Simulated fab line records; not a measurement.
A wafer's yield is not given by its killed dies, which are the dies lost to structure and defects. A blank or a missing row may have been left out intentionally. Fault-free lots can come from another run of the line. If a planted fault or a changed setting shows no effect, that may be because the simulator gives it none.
Chamber matching ; flow n5_finfet ; 4 sister chambers for N5_BEOL_M13_ETCH_38 on rie_diel-01
The step etches SiCN in CF4/N2, target depth 67.5 nm, time 71.9 s. 4 wafers are shown with their chamber, then 12 later ones without.

WAFERS, EACH WITH ITS CHAMBER
wafer;chamber;showerhead_plenum_p_Torr (Torr)
L088.6;1;2.34
L086.3;0;2.18
L090.5;2;2.13
L090.6;3;2.11

WAFERS WITH NO CHAMBER GIVEN
wafer;showerhead_plenum_p_Torr (Torr)
L091.2;2.11
L091.4;2.13
L091.6;2.11
L093.2;2.18
L093.4;2.11
L093.5;2.18
L097.3;2.11
L097.4;2.13
L097.5;2.33
L096.2;2.17
L096.4;2.13
L096.5;2.11

EACH ONE'S CHAMBER
wafer;from the rows above;in truth
L091.2;3;3
L091.4;2;2
L091.6;3;3
L093.2;0;0
L093.4;3;3
L093.5;0;0
L097.3;3;3
L097.4;2;2
L097.5;1;1
L096.2;0;0
L096.4;2;2
L096.5;3;3
Correct placement for 12 of the 12. From these rows, 0 cannot be placed. Wrongly placed: 0.
How it was worked out, from the rows above alone: a wafer's distance from a chamber is the root of the sum, over the readings, of the square of ((its reading less the chamber's mean) divided by the reading's scatter). If the next closest chamber is less than 2 further off than the closest, the wafer can't be placed; otherwise it belongs to the closest. Each chamber's mean is taken over the wafers shown for it. The scatter: with one shown wafer a chamber, the root of the mean of the squares of how far each hidden wafer lies from its nearest shown one.
